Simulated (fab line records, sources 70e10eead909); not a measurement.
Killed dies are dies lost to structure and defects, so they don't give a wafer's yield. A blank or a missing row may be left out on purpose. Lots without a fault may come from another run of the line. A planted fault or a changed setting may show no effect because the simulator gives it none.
fab line records | flow nand_harc
record lots=5 wafers=15 last_day=23
route steps=1159 shown THIN_TSV@1104
lots that met no fault: from a run of the same line without faults
start_h: hours from the record's first day to the start of the lot's first wafer shown | wait_h: hours since the lot's step before | " the same as in the row above | L1.1+2: a row that stands for several wafers | - no value, or no start given | * or withheld: withheld | < > ~ a bound
route shown NAME@n: a module of which the file shows steps, and the number in the route of the first | usual: mean/standard deviation of fault-free wafers | same: alike in all rows | chamber/n: place in a boat | sites: the reading at each site | _std_site: their standard deviation | _edge_site: outer sites' mean less inner sites' | radius_mm: how far each site lies from the wafer's centre | mask NAME#n: copy n | behind: the tool/chamber that last shaped the wafer | hold: why the lot was held/for how many hours/how that ended | device: the transistor (n, p or np) that didn't switch | end of line: the same wafers' tests at the end of the route | a step without rows: its recipe alone | killed: dies lost to structure and defects at the first sort, not the wafer's yield | map: a wafer's dies, x killed, . not, _ none there
set.NAME: the setting as run; set.NAME@STEP: as run at that earlier step | model.NAME: the simulator's own value behind a step, which no gauge read
lots at some steps of the route; a table a step, a row a wafer
services: from which hour (start_h, from the record's first day; less than 0 if before it) a tool's chamber was out of use, for how many hours, and why
## steps
# step NHARC_THIN_TSV_SRD_03
# columns lot.wafer tool chamber start_h wait_h
L077.5+1+4 wet_bench-08 1,2,5 427.07 0.0
L081.5+1+2 wet_bench-08 5,6,0 480.51 0.0
L087.2+3+1 wet_bench-08 1,2,4 488.33 0.1
L088.6+1+3 wet_bench-08 7,0,1 497.92 0.0
L094.1+2+3 wet_bench-08 2,4,5 536.35 0.0
# step NHARC_THIN_TSV_PRECLEAN_41
# recipe time_s=* temp_c=50 bath_age_min=0 chemistry=SC1
# columns lot.wafer tool chamber start_h wait_h
L077.5+1+4 wet_bench-08 1,2,5 427.09 0.0
L081.5+1+2 wet_bench-08 5,6,0 480.54 0.0
L087.2+3+1 wet_bench-08 1,2,4 488.36 0.0
L088.6+1+3 wet_bench-08 7,0,1 497.94 0.0
L094.1+2+3 wet_bench-08 2,4,5 536.37 0.0
# step NHARC_THIN_TSV_SRD_42
# columns lot.wafer tool chamber start_h wait_h
L077.5+1+4 wet_bench-08 1,2,5 - -
L081.5+1+2 wet_bench-08 5,6,0 - -
L087.2+3+1 wet_bench-08 1,2,4 - -
L088.6+1+3 wet_bench-08 7,0,1 - -
L094.1+2+3 wet_bench-08 2,4,5 - -
# step NHARC_THIN_TSV_DEP_43
# recipe target_thk_a=13285 temp_c=withheld pressure_torr=6.5 rf_w=900 teos_flow_sccm=161.4 flow_sccm=2650 target_thk_nm=1328.5 gas=O2 material=SiO2
# usual throttle_valve_pct=15.9/0.43
# columns lot.wafer tool chamber start_h wait_h throttle_valve_pct
L077.1 pecvd-03 0 427.44 - 16.0
L077.5 " 1 " " 16.0
L077.4 " 0 " " 16.1
L081.1 pecvd-04 2 480.74 - 16.4
L081.2 " 0 " " 15.6
L081.5 " 1 " " 16.3
L087.2 pecvd-03 0 488.51 - 15.8
L087.3 " 1 " " 15.8
L087.1 " 2 " " 15.9
L088.1 pecvd-04 2 498.10 - 16.4
L088.3 " 0 " " 15.9
L088.6 " 1 " " 16.4
L094.3 pecvd-03 2 536.52 - 16.1
L094.2 " 0 " " 15.8
L094.1 " 1 " " 15.7
# step NHARC_THIN_TSV_DEHYDRATE_04
# recipe temp_c=150 time_s=120
# columns lot.wafer tool chamber start_h wait_h
L077.1+4+5 litho_track-05 0 427.76 -
L081.1+2+5 litho_track-07 0 481.13 -
L087.1+2+3 litho_track-05 0 488.91 -
L088.1+3+6 litho_track-05 0 498.50 -
L094.1+2+3 litho_track-05 0 536.93 -
# step NHARC_THIN_TSV_HMDS_05
# recipe time_s=30
# columns lot.wafer tool chamber start_h wait_h
L077.1+4+5 litho_track-05 0 - -
L081.1+2+5 litho_track-07 0 - -
L087.1+2+3 litho_track-05 0 - -
L088.1+3+6 litho_track-05 0 - -
L094.1+2+3 litho_track-05 0 - -
# step NHARC_THIN_TSV_COAT_06
# recipe spin_rpm=*
# usual spin_speed_rpm=*
# columns lot.wafer tool chamber start_h wait_h spin_speed_rpm
L077.1 litho_track-05 0 - - *
L077.4 " 0 " " *
L077.5 " 0 " " *
L081.1 litho_track-07 0 - - *
L081.2 " 0 " " *
L081.5 " 0 " " *
L087.1 litho_track-05 0 - - *
L087.2 " 0 " " *
L087.3 " 0 " " *
L088.1 litho_track-05 0 - - *
L088.3 " 0 " " *
L088.6 " 0 " " *
L094.1 litho_track-05 0 - - *
L094.2 " 0 " " *
L094.3 " 0 " " *
# step NHARC_THIN_TSV_SOFTBAKE_07
# recipe temp_c=122 time_s=95
# columns lot.wafer tool chamber start_h wait_h
L077.1+4+5 litho_track-05 0 - -
L081.1+2+5 litho_track-07 0 - -
L087.1+2+3 litho_track-05 0 - -
L088.1+3+6 litho_track-05 0 - -
L094.1+2+3 litho_track-05 0 - -
# step NHARC_THIN_TSV_EBR_08
# columns lot.wafer tool chamber start_h wait_h
L077.1+4+5 litho_track-05 0 - -
L081.1+2+5 litho_track-07 0 - -
L087.1+2+3 litho_track-05 0 - -
L088.1+3+6 litho_track-05 0 - -
L094.1+2+3 litho_track-05 0 - -
# step NHARC_THIN_TSV_EXPOSE_09
# recipe na=0.55 dose_mj=30.7 mask_id=TSV
# columns lot.wafer tool chamber start_h wait_h mask
L077.1+4+5 krf_scanner-03 0 428.02 - TSV#0
L081.1+2+5 krf_scanner-04 0 481.40 - TSV#0
L087.1+2+3 krf_scanner-03 0 489.18 - TSV#0
L088.1+3+6 krf_scanner-03 0 498.64 - TSV#0
L094.1+2+3 krf_scanner-03 0 537.20 - TSV#0
# step NHARC_THIN_TSV_PEB_10
# recipe peb_temp_c=118 peb_time_s=85
# columns lot.wafer tool chamber start_h wait_h
L077.1+4+5 litho_track-07 0 428.09 0.1
L081.1+2+5 litho_track-02 0 481.47 0.1
L087.1+2+3 litho_track-02 0 489.25 0.1
L088.1+3+6 litho_track-02 0 498.71 0.1
L094.1+2+3 litho_track-02 0 537.26 0.1
# step NHARC_THIN_TSV_DEVELOP_11
# recipe time_s=70
# columns lot.wafer tool chamber start_h wait_h
L077.1+4+5 litho_track-07 0 - -
L081.1+2+5 litho_track-02 0 - -
L087.1+2+3 litho_track-02 0 - -
L088.1+3+6 litho_track-02 0 - -
L094.1+2+3 litho_track-02 0 - -
# step NHARC_THIN_TSV_CD_MEAS_12
# recipe target_cd_nm=1000 landing_energy_ev=500
# usual cd_nm=999.7/2.1
# columns lot.wafer tool chamber start_h wait_h cd_nm
L077.1 cd_sem-03 0 428.18 - 1000.6
L077.4 " 0 " " 1003.0
L077.5 " 0 " " 998.8
L081.1 cd_sem-01 0 481.56 - 999.0
L081.2 " 0 " " 998.9
L081.5 " 0 " " 997.3
L087.1 cd_sem-01 0 489.34 - 998.3
L087.2 " 0 " " 995.5
L087.3 " 0 " " 998.5
L088.1 cd_sem-02 0 498.81 - 998.2
L088.3 " 0 " " 997.5
L088.6 " 0 " " 997.5
L094.1 cd_sem-02 0 537.35 - 997.5
L094.2 " 0 " " 999.6
L094.3 " 0 " " 999.2
# step NHARC_THIN_TSV_HARDBAKE_13
# recipe temp_c=125 time_s=80
# columns lot.wafer tool chamber start_h wait_h
L077.1+4+5 litho_track-07 0 428.26 -
L081.1+2+5 litho_track-05 0 481.64 -
L087.1+2+3 litho_track-07 0 489.42 -
L088.1+3+6 litho_track-02 0 498.89 -
L094.1+2+3 litho_track-07 0 537.43 -
# step NHARC_THIN_TSV_DESCUM_14
# recipe time_s=3 o2_flow_sccm=200 ar_flow_sccm=0 bias_power_w=0 chemistry=O2
# usual drypump_motor_current_A=5.5/0.51 mfc_ar_sccm=0.007/0.0075 oes_product_au=1.002/0.012 rf_vpp_V=57.8/0.93 showerhead_plenum_p_Torr=1.93/0.083 throttle_valve_pct=11.310/0.0096
# columns lot.wafer tool chamber start_h wait_h drypump_motor_current_A mfc_ar_sccm oes_product_au rf_hours_counter_h rf_vpp_V showerhead_plenum_p_Torr throttle_valve_pct
L077.4 rie_diel-08 0 428.35 - 5.2 0.007 1.002 5 58.1 2.01 11.306
L077.1 " 1 " " 5.9 0 0.990 7 57.8 1.86 11.299
L077.5 " 3 " " 5.2 0.011 1.004 - 58.9 1.95 11.315
L081.1 rie_diel-06 0 481.73 - 5.1 0.021 0.998 4 58.4 2.04 11.320
L081.2 " 2 " " 5.7 0 0.986 4 57.3 1.89 11.305
L081.5 " 3 " " 6.5 0 0.999 - 58.3 1.90 11.314
L087.2 rie_diel-06 3 489.50 - 6.4 0 0.977 5 58.2 1.90 11.323
L087.1 " 0 " " 5.1 0.021 0.979 5 58.6 2.04 11.299
L087.3 " 1 " " 4.8 0.004 1.019 4 57.8 2.02 11.324
L088.1 rie_diel-10 2 498.98 - 6.3 0.004 1.002 17 57.9 1.84 11.296
L088.3 " 0 " " 5.5 0.019 0.990 13 56.3 1.90 11.313
L088.6 " 2 " " 6.3 0.004 1.017 - 56.3 1.84 11.306
L094.2 rie_diel-08 3 537.51 - 5.3 0.011 1.026 4 58.2 1.95 11.308
L094.1 " 0 " " 5.3 0.007 1.017 4 57.5 2.00 11.313
L094.3 " 1 " " 5.9 0 1.025 5 57.2 1.86 11.311
# step NHARC_THIN_TSV_ETCH_44
# recipe target_depth_a=15942 time_s=797.1 cf4_flow_sccm=150 o2_flow_sccm=10 ar_flow_sccm=0 rf_w=300 bias_w=800 chemistry=CF4/O2
# usual drypump_motor_current_A=5.5/0.52 mfc_ar_sccm=0.007/0.0074 oes_product_au=1.002/0.012 rf_vpp_V=795/4.6 showerhead_plenum_p_Torr=1.85/0.072 throttle_valve_pct=16.913/0.0091
# columns lot.wafer tool chamber start_h wait_h drypump_motor_current_A mfc_ar_sccm oes_product_au rf_hours_counter_h rf_vpp_V showerhead_plenum_p_Torr throttle_valve_pct
L077.4 rie_diel-08 0 428.43 0.1 5.2 0.007 0.997 5 800 1.92 16.922
L077.1 " 3 " " 5.3 0.011 0.989 7 794 1.87 16.920
L077.5 " 1 " " 5.9 0 0.985 - 789 1.78 16.915
L081.1 rie_diel-06 1 481.86 0.1 4.8 0.004 1.007 4 801 1.92 16.913
L081.2 " 3 " " 6.4 0 0.989 4 796 1.82 16.915
L081.5 " 0 " " 5.1 0.021 0.995 - 800 1.95 16.918
L087.3 rie_diel-06 2 489.58 0.1 5.7 0 1.000 5 793 1.81 16.918
L087.1 " 3 " " 6.4 0 0.991 5 795 1.82 16.920
L087.2 " 1 " " 4.8 0.004 1.011 4 802 1.92 16.908
L088.1 rie_diel-10 1 499.11 0.1 4.6 0.004 0.995 15 801 1.93 16.919
L088.3 " 2 " " 6.3 0.004 1.004 17 790 1.77 16.909
L088.6 " 1 " " 4.7 0.004 1.007 - 801 1.93 16.890
L094.3 rie_diel-08 3 537.60 0.1 5.2 0.011 1.028 4 796 1.86 16.910
L094.1 " 0 " " 5.2 0.007 1.017 4 798 1.91 16.932
L094.2 " 1 " " 5.9 0 1.017 5 792 1.78 16.902
# step NHARC_THIN_TSV_ETCH_15
# recipe target_depth_a=30000 bosch_target_overetch_cycles=2 bosch_etch_step_s=2.8 bosch_dep_step_s=1.2 bosch_cycles=14
# usual drypump_motor_current_A=5.6/0.42
# columns lot.wafer tool chamber start_h wait_h drypump_motor_current_A rf_hours_counter_h
L077.1 rie_si-02 1 429.03 - 5.8 0.2
L077.4 " 2 " " 5.6 0.3
L077.5 " 3 " " 5.7 -
L081.2 rie_si-06 0 482.38 - 5.8 0.8
L081.1 " 2 " " 5.6 1.1
L081.5 " 0 " " 5.7 -
L087.1 rie_si-06 0 490.15 - 5.7 1.0
L087.3 " 1 " " 5.2 1.2
L087.2 " 3 " " 4.9 1.2
L088.3 rie_si-04 0 499.66 - 5.0 0.4
L088.1 " 1 " " 5.8 0.4
L088.6 " 3 " " 6.1 -
L094.2 rie_si-02 2 538.17 - 5.6 1.3
L094.3 " 3 " " 5.7 1.3
L094.1 " 0 " " 4.9 1.3
# step NHARC_THIN_TSV_CD_MEAS_16
# usual cd_nm=999.4/2.1
# columns lot.wafer tool chamber start_h wait_h cd_nm
L077.1 cd_sem-03 - 429.15 0.1 998.7
L077.4 " - " " 1002.2
L077.5 " - " " 999.1
L081.1 cd_sem-01 - 482.52 0.1 999.8
L081.2 " - " " 997.9
L081.5 " - " " 997.1
L087.1 cd_sem-01 - 490.30 0.1 998.8
L087.2 " - " " 995.1
L087.3 " - " " 999.5
L088.1 cd_sem-02 - 499.78 0.1 997.0
L088.3 " - " " 997.7
L088.6 " - " " 996.9
L094.1 cd_sem-03 - 538.32 0.1 997.8
L094.2 " - " " 998.5
L094.3 " - " " 998.6
# step NHARC_THIN_TSV_STRIP_45
# recipe power_w=1500 temp_c=250 chemistry=O2
# usual drypump_motor_current_A=5.5/0.35 heater_power_w=359/31 rf_refl_power_W=13.6/1.1
# columns lot.wafer tool chamber start_h wait_h drypump_motor_current_A heater_power_w rf_hours_counter_h rf_refl_power_W
L077.1 plasma_asher-01 0 429.27 0.1 5.0 399 56 14.7
L077.4 " 1 " " 5.4 340 - 13.9
L077.5 " 1 " " 5.4 333 - 14.1
L081.2 plasma_asher-02 1 482.59 0.1 5.9 332 36 12.0
L081.1 " 0 " " 5.8 358 36 13.7
L081.5 " 1 " " 5.9 331 - 12.1
L087.1 plasma_asher-01 1 490.37 0.1 5.4 345 10 13.4
L087.2 " 0 " " 5.0 402 10 14.7
L087.3 " 0 " " 5.0 406 - 14.4
L088.1 plasma_asher-01 1 499.85 0.1 5.4 343 12 14.2
L088.3 " 1 " " 5.4 333 - 14.5
L088.6 " 1 " " 5.4 346 - 13.9
L094.1 plasma_asher-01 0 538.64 0.3 5.0 404 26 14.6
L094.2 " 1 " " 5.4 340 26 14.3
L094.3 " 0 " " 5.0 413 - 15.0
# step NHARC_THIN_TSV_STRIP_46
# recipe time_s=1200 temp_c=72.5 chemistry=post_etch_residue_remover
# columns lot.wafer tool chamber start_h wait_h
L077.1+4+5 wet_bench-08 1,3,4 429.58 0.3
L081.5+2+1 wet_bench-10 4,5,6 482.98 0.1
L087.1+3+2 wet_bench-10 0,3,5 490.72 0.3
L088.3+1+6 wet_bench-10 0,1,2 500.23 0.2
L094.2+1+3 wet_bench-10 5,6,7 539.00 0.3
# step NHARC_THIN_TSV_DEP_47
# recipe target_thk_a=2000 temp_c=withheld pressure_torr=6.5 rf_w=900 teos_flow_sccm=161.4 flow_sccm=2650 target_thk_nm=200 gas=O2 material=SiO2
# usual throttle_valve_pct=15.9/0.42
# columns lot.wafer tool chamber start_h wait_h throttle_valve_pct
L077.1 pecvd-02 1 430.33 - 15.3
L077.5 " 0 " " 15.7
L077.4 " 1 " " 15.9
L081.2 pecvd-04 1 483.40 - 16.5
L081.1 " 0 " " 15.6
L081.5 " 2 " " 16.5
L087.3 pecvd-02 2 491.17 - 15.4
L087.1 " 0 " " 16.1
L087.2 " 1 " " 15.6
L088.3 pecvd-03 2 500.93 - 16.0
L088.1 " 0 " " 15.8
L088.6 " 0 " " 15.9
L094.2 pecvd-04 2 539.44 - 16.6
L094.1 " 0 " " 15.8
L094.3 " 1 " " 16.3
# step NHARC_THIN_TSV_ETCHBACK_48
# recipe target_depth_a=10285 over_etch_frac=0.3 time_s=405.17 ion_energy_ev=250 c4f8_flow_sccm=withheld ar_flow_sccm=withheld rf_w=600 bias_w=300 chemistry=C4F8/Ar
# usual oes_product_au=0.94/0.031 rf_vpp_V=547/3
# columns lot.wafer tool chamber start_h wait_h oes_product_au rf_hours_counter_h rf_vpp_V
L077.1 rie_diel-10 2 430.68 - 0.93 9 544
L077.4 " 0 " " 0.91 7 547
L077.5 " 2 " " 0.92 - 545
L081.2 rie_diel-10 2 483.83 - 0.92 15 543
L081.1 " 0 " " 0.91 11 547
L081.5 " 1 " " 0.93 - 551
L087.2 rie_diel-06 1 491.57 - 0.93 5 551
L087.1 " 2 " " 0.91 5 545
L087.3 " 3 " " 0.91 5 545
L088.1 rie_diel-10 1 501.37 - 0.92 16 549
L088.3 " 2 " " 0.92 17 545
L088.6 " 0 " " 0.90 - 546
L094.1 rie_diel-10 2 539.85 - 1.00 0 545
L094.3 " 3 " " 0.98 0 546
L094.2 " 0 " " 1.01 0 548
# step NHARC_THIN_TSV_STRIP_62
# recipe power_w=1500 temp_c=250 time_s=20 chemistry=N2/H2
# usual drypump_motor_current_A=5.6/0.34 heater_power_w=354/28 rf_refl_power_W=13.4/1.2
# columns lot.wafer tool chamber start_h wait_h drypump_motor_current_A heater_power_w rf_hours_counter_h rf_refl_power_W
L077.1 plasma_asher-01 0 431.02 - 5.0 401 57 -
L077.4 " 1 " " 5.4 328 - -
L077.5 " 1 " " 5.4 328 - -
L081.1 plasma_asher-01 0 484.15 - 5.0 406 7 13.6
L081.2 " 1 " " 5.4 333 7 13.1
L081.5 " 0 " " 5.0 406 - 13.4
L087.2 plasma_asher-02 1 492.00 - 5.9 325 40 12.3
L087.1 " 0 " " 5.8 356 40 15.2
L087.3 " 0 " " 5.8 346 - 14.1
L088.1 plasma_asher-01 1 501.71 - 5.4 341 13 -
L088.3 " 0 " " 5.0 402 - -
L088.6 " 0 " " 5.1 402 - -
L094.2 plasma_asher-01 0 540.39 - 5.0 404 27 14.1
L094.1 " 1 " " 5.4 349 27 13.5
L094.3 " 1 " " 5.4 340 - 13.4
# step NHARC_THIN_TSV_DEGAS_49
# recipe temp_c=300 time_s=120
# usual heater_power_w=484/57
# columns lot.wafer tool chamber start_h wait_h heater_power_w
L077.4 pvd_sputter-01 - 431.17 0.1 458
L077.1 " - " " 490
L077.5 " - " " 454
L081.2 pvd_sputter-02 - 484.35 0.1 430
L081.1 " - " " 605
L081.5 " - " " 455
L087.1 pvd_sputter-02 - 492.17 0.1 461
L087.2 " - " " 434
L087.3 " - " " 613
L088.1 pvd_sputter-03 - 501.87 0.1 471
L088.3 " - " " 543
L088.6 " - " " 377
L094.1 pvd_sputter-03 - 540.57 0.1 379
L094.3 " - " " 481
L094.2 " - " " 502
# step NHARC_THIN_TSV_PRE_CLEAN_50
# recipe time_s=30 temp_c=280 gas=H2/He
# usual heater_power_w=427/48
# columns lot.wafer tool chamber start_h wait_h heater_power_w
L077.4 pvd_sputter-01 - - - 405
L077.1 " - " " 410
L077.5 " - " " 440
L081.1 pvd_sputter-02 - - - 520
L081.2 " - " " 405
L081.5 " - " " 380
L087.3 pvd_sputter-02 - - - 561
L087.1 " - " " 496
L087.2 " - " " 387
L088.1 pvd_sputter-03 - - - 448
L088.3 " - " " 479
L088.6 " - " " 438
L094.3 pvd_sputter-03 - - - 440
L094.2 " - " " 475
L094.1 " - " " 335
# step NHARC_THIN_TSV_PVD_19
# recipe target_thk_a=200 chamber_pressure_pa=5 material=TaN
# usual throttle_valve_pct=30.4/1.1
# columns lot.wafer tool chamber start_h wait_h throttle_valve_pct
L077.1 pvd_sputter-01 - - - 29.4
L077.4 " - " " 28.9
L077.5 " - " " 29.2
L081.1 pvd_sputter-02 - - - 29.1
L081.2 " - " " 31.5
L081.5 " - " " 31.8
L087.3 pvd_sputter-02 - - - 30.4
L087.2 " - " " 29.6
L087.1 " - " " 31.5
L088.3 pvd_sputter-03 - - - 30.9
L088.1 " - " " 29.6
L088.6 " - " " 31.7
L094.3 pvd_sputter-03 - - - 31.4
L094.2 " - " " 31.8
L094.1 " - " " 29.5
# step NHARC_THIN_TSV_PVD_51
# recipe target_thk_a=1000 chamber_pressure_pa=5 material=Cu
# usual throttle_valve_pct=30.3/1.1
# columns lot.wafer tool chamber start_h wait_h throttle_valve_pct
L077.4 pvd_sputter-01 - - - 29.7
L077.1 " - " " 29.2
L077.5 " - " " 28.7
L081.2 pvd_sputter-02 - - - 31.6
L081.1 " - " " 30.4
L081.5 " - " " 29.1
L087.1 pvd_sputter-02 - - - 29.2
L087.3 " - " " 31.5
L087.2 " - " " 29.3
L088.3 pvd_sputter-03 - - - 31.3
L088.1 " - " " 30.5
L088.6 " - " " 31.9
L094.3 pvd_sputter-03 - - - 31.3
L094.2 " - " " 31.9
L094.1 " - " " 29.6
# step NHARC_THIN_TSV_ECD_20
# recipe target_thk_a=20000 material=Cu
# columns lot.wafer tool chamber start_h wait_h
L077.1+4+5 ecd_cu-01 1,0,0 431.65 -
L081.2+1+5 ecd_cu-01 1,0,0 484.78 -
L087.1+2+3 ecd_cu-02 0,1,1 492.63 -
L088.1+3+6 ecd_cu-01 0,1,0 502.32 -
L094.2+1+3 ecd_cu-02 1,0,0 541.04 -
# step NHARC_THIN_TSV_ANNEAL_52
# recipe temp_c=225 time_s=90
# usual wafer_temp_C_max=226.1/0.35
# columns lot.wafer tool chamber start_h wait_h wafer_temp_C_max
L077.1 rtp_anneal-02 0 432.38 0.6 225.9
L077.4 " 0 " " 225.8
L077.5 " 0 " " 225.7
L081.1 rtp_anneal-01 0 485.54 0.6 226.2
L081.2 " 0 " " 226.4
L081.5 " 0 " " 226.1
L087.1 rtp_anneal-02 0 493.36 0.6 225.7
L087.2 " 0 " " 225.9
L087.3 " 0 " " 225.9
L088.1 rtp_anneal-02 0 503.09 0.7 225.7
L088.3 " 0 " " 225.5
L088.6 " 0 " " 226.0
L094.1 rtp_anneal-01 0 541.77 0.5 226.9
L094.2 " 0 " " 226.9
L094.3 " 0 " " 226.8
# step NHARC_THIN_TSV_CMP_21
# recipe t_overpolish_s=30 target_thk_nm=2000
# usual motor_current_A=11.9/1.2 overpolish_run_s=29.999/0.0089
# same t_overpolish_s=30
# columns lot.wafer tool chamber start_h wait_h motor_current_A overpolish_run_s
L077.1 cmp-03 1 432.75 - 10.2 30.001
L077.4 " 2 " " 10.5 29.990
L077.5 " 1 " " 10.5 30.011
L081.1 cmp-01 3 485.92 - 12.0 30.009
L081.2 " 0 " " 10.7 29.990
L081.5 " 3 " " 12.6 29.994
L087.3 cmp-03 0 493.71 - 12.1 29.989
L087.1 " 1 " " 10.7 29.992
L087.2 " 3 " " 11.2 29.996
L088.3 cmp-03 2 503.46 - 10.3 29.995
L088.1 " 3 " " 10.9 29.996
L088.6 " 1 " " 10.3 29.993
L094.1 cmp-03 3 542.11 - 10.7 30.006
L094.2 " 0 " " 12.4 30.006
L094.3 " 1 " " 10.3 30.002
# step NHARC_THIN_TSV_SRD_23
# columns lot.wafer tool chamber start_h wait_h
L077.4+1+5 wet_bench-08 3,4,5 433.10 0.0
L081.2+5+1 wet_bench-08 5,0,1 486.28 0.0
L087.3+2+1 wet_bench-10 2,6,7 494.07 0.0
L088.6+1+3 wet_bench-10 4,7,0 503.80 0.0
L094.2+1+3 wet_bench-08 1,2,3 542.49 0.1
# step NHARC_THIN_TSV_DEGAS_53
# recipe temp_c=300 time_s=60
# usual heater_power_w=481/54
# columns lot.wafer tool chamber start_h wait_h heater_power_w
L077.4 pvd_sputter-01 - 433.19 0.1 445
L077.1 " - " " 470
L077.5 " - " " 462
L081.2 pvd_sputter-01 - 486.39 0.1 481
L081.1 " - " " 444
L081.5 " - " " 497
L087.3 pvd_sputter-02 - 494.16 0.1 536
L087.2 " - " " 474
L087.1 " - " " 440
L088.3 pvd_sputter-02 - 503.91 0.1 452
L088.1 " - " " 555
L088.6 " - " " 470
L094.1 pvd_sputter-01 - 542.58 0.1 484
L094.3 " - " " 466
L094.2 " - " " 483
# step NHARC_THIN_TSV_PRE_CLEAN_54
# recipe time_s=30 temp_c=280 gas=H2/He
# usual heater_power_w=423/45
# columns lot.wafer tool chamber start_h wait_h heater_power_w
L077.1 pvd_sputter-01 - 433.28 0.1 415
L077.4 " - " " 431
L077.5 " - " " 403
L081.1 pvd_sputter-01 - 486.45 0.0 432
L081.2 " - " " 427
L081.5 " - " " 400
L087.2 pvd_sputter-02 - 494.24 0.1 401
L087.3 " - " " 391
L087.1 " - " " 534
L088.3 pvd_sputter-02 - 504.05 0.1 463
L088.1 " - " " 387
L088.6 " - " " 474
L094.3 pvd_sputter-01 - 542.64 0.0 416
L094.2 " - " " 408
L094.1 " - " " 389
# step NHARC_THIN_TSV_PVD_55
# recipe target_thk_a=500 material=TiN
# columns lot.wafer tool chamber start_h wait_h
L077.1+4+5 pvd_sputter-01 - 433.34 0.0
L081.2+1+5 pvd_sputter-01 - 486.53 0.0
L087.1+2+3 pvd_sputter-02 - 494.31 0.0
L088.1+3+6 pvd_sputter-02 - 504.18 0.1
L094.1+2+3 pvd_sputter-01 - 542.72 0.0
# step NHARC_THIN_TSV_PVD_24
# recipe target_thk_a=8000 power_w=withheld chamber_pressure_pa=withheld substrate_temp_c=withheld time_s=withheld gas=Ar material=Al
# columns lot.wafer tool chamber start_h wait_h
L077.4+1+5 pvd_sputter-01 - 433.55 0.1
L081.1+2+5 pvd_sputter-01 - 486.79 0.2
L087.3+2+1 pvd_sputter-02 - 494.46 0.1
L088.1+3+6 pvd_sputter-02 - 504.42 0.2
L094.2+1+3 pvd_sputter-01 - 542.87 0.1
# step NHARC_THIN_TSV_DEHYDRATE_25
# recipe temp_c=150 time_s=120
# columns lot.wafer tool chamber start_h wait_h
L077.1+4+5 litho_track-05 0 433.90 -
L081.1+2+5 litho_track-07 0 487.10 -
L087.1+2+3 litho_track-07 0 494.88 -
L088.1+3+6 litho_track-02 0 504.74 -
L094.1+2+3 litho_track-02 0 543.28 -
# step NHARC_THIN_TSV_HMDS_26
# recipe time_s=30
# columns lot.wafer tool chamber start_h wait_h
L077.1+4+5 litho_track-05 0 - -
L081.1+2+5 litho_track-07 0 - -
L087.1+2+3 litho_track-07 0 - -
L088.1+3+6 litho_track-02 0 - -
L094.1+2+3 litho_track-02 0 - -
# step NHARC_THIN_TSV_COAT_27
# recipe spin_rpm=*
# usual spin_speed_rpm=*
# columns lot.wafer tool chamber start_h wait_h spin_speed_rpm
L077.1 litho_track-05 0 - - *
L077.4 " 0 " " *
L077.5 " 0 " " *
L081.1 litho_track-07 0 - - *
L081.2 " 0 " " *
L081.5 " 0 " " *
L087.1 litho_track-07 0 - - *
L087.2 " 0 " " *
L087.3 " 0 " " *
L088.1 litho_track-02 0 - - *
L088.3 " 0 " " *
L088.6 " 0 " " *
L094.1 litho_track-02 0 - - *
L094.2 " 0 " " *
L094.3 " 0 " " *
# step NHARC_THIN_TSV_SOFTBAKE_28
# recipe temp_c=122 time_s=95
# columns lot.wafer tool chamber start_h wait_h
L077.1+4+5 litho_track-05 0 - -
L081.1+2+5 litho_track-07 0 - -
L087.1+2+3 litho_track-07 0 - -
L088.1+3+6 litho_track-02 0 - -
L094.1+2+3 litho_track-02 0 - -
# step NHARC_THIN_TSV_EBR_29
# columns lot.wafer tool chamber start_h wait_h
L077.1+4+5 litho_track-05 0 - -
L081.1+2+5 litho_track-07 0 - -
L087.1+2+3 litho_track-07 0 - -
L088.1+3+6 litho_track-02 0 - -
L094.1+2+3 litho_track-02 0 - -
# step NHARC_THIN_TSV_EXPOSE_30
# recipe na=0.55 dose_mj=11.47 mask_id=PAD
# columns lot.wafer tool chamber start_h wait_h mask
L077.1+4+5 krf_scanner-01 0 434.17 - PAD#0
L081.1+2+5 krf_scanner-01 0 487.38 - PAD#0
L087.1+2+3 krf_scanner-01 0 495.02 - PAD#0
L088.1+3+6 krf_scanner-04 0 504.89 - PAD#0
L094.1+2+3 krf_scanner-03 0 543.55 - PAD#0
# step NHARC_THIN_TSV_PEB_31
# recipe peb_temp_c=118 peb_time_s=85
# columns lot.wafer tool chamber start_h wait_h
L077.1+4+5 litho_track-02 0 434.24 0.1
L081.1+2+5 litho_track-07 0 487.45 0.1
L087.1+2+3 litho_track-07 0 495.09 0.1
L088.1+3+6 litho_track-05 0 504.96 0.1
L094.1+2+3 litho_track-02 0 543.62 0.1
# step NHARC_THIN_TSV_DEVELOP_32
# recipe time_s=70
# columns lot.wafer tool chamber start_h wait_h
L077.1+4+5 litho_track-02 0 - -
L081.1+2+5 litho_track-07 0 - -
L087.1+2+3 litho_track-07 0 - -
L088.1+3+6 litho_track-05 0 - -
L094.1+2+3 litho_track-02 0 - -
# step NHARC_THIN_TSV_CD_MEAS_33
# recipe target_cd_nm=5000 landing_energy_ev=500
# usual cd_nm=5000.6/2.7
# columns lot.wafer tool chamber start_h wait_h cd_nm
L077.1 cd_sem-01 0 434.33 - 5000.4
L077.4 " 0 " " 4999.4
L077.5 " 0 " " 5001.5
L081.1 cd_sem-03 0 487.54 - 4999.4
L081.2 " 0 " " 4998.4
L081.5 " 0 " " 5003.2
L087.1 cd_sem-02 0 495.18 - 4995.8
L087.2 " 0 " " 4999.0
L087.3 " 0 " " 5001.6
L088.1 cd_sem-02 0 505.05 - 5006.4
L088.3 " 0 " " 5002.8
L088.6 " 0 " " 4999.5
L094.1 cd_sem-02 0 543.71 - 5001.7
L094.2 " 0 " " 4998.3
L094.3 " 0 " " 5001.2
# step NHARC_THIN_TSV_HARDBAKE_34
# recipe temp_c=125 time_s=80
# columns lot.wafer tool chamber start_h wait_h
L077.1+4+5 litho_track-05 0 434.41 -
L081.1+2+5 litho_track-05 0 487.62 -
L087.1+2+3 litho_track-02 0 495.26 -
L088.1+3+6 litho_track-07 0 505.14 -
L094.1+2+3 litho_track-05 0 543.79 -
## services
# columns tool chamber start_h hours kind
wet_bench-08 - 406.40 8.0 pm
litho_track-05 - 412.00 7.0 pm
pecvd-04 0 416.91 15.0 repair
rie_diel-06 - 418.20 9.0 pm
wet_bench-10 - 423.20 8.0 pm
wet_bench-10 - 432.15 45.6 repair
plasma_asher-01 - 453.07 9.0 pm
pvd_sputter-03 - 458.00 10.0 pm
rie_diel-10 0 461.03 11.3 repair
pecvd-03 - 473.23 13.0 pm
rie_diel-08 - 478.93 9.0 pm
cmp-03 - 480.90 4.0 pm
pecvd-04 - 490.51 1.0 repair
rie_diel-06 0 491.11 26.0 repair
krf_scanner-03 - 509.71 0.8 repair
wet_bench-10 - 511.08 1.4 repair
krf_scanner-03 - 512.00 4.0 pm
pvd_sputter-01 - 514.03 10.0 pm
litho_track-02 - 515.01 7.0 pm
krf_scanner-03 - 522.46 5.3 repair
plasma_asher-01 - 527.64 3.7 repair
rie_diel-10 - 530.50 9.0 pm
litho_track-07 - 539.00 7.0 pm
rie_diel-06 0 542.39 5.8 repair
## key
fault none
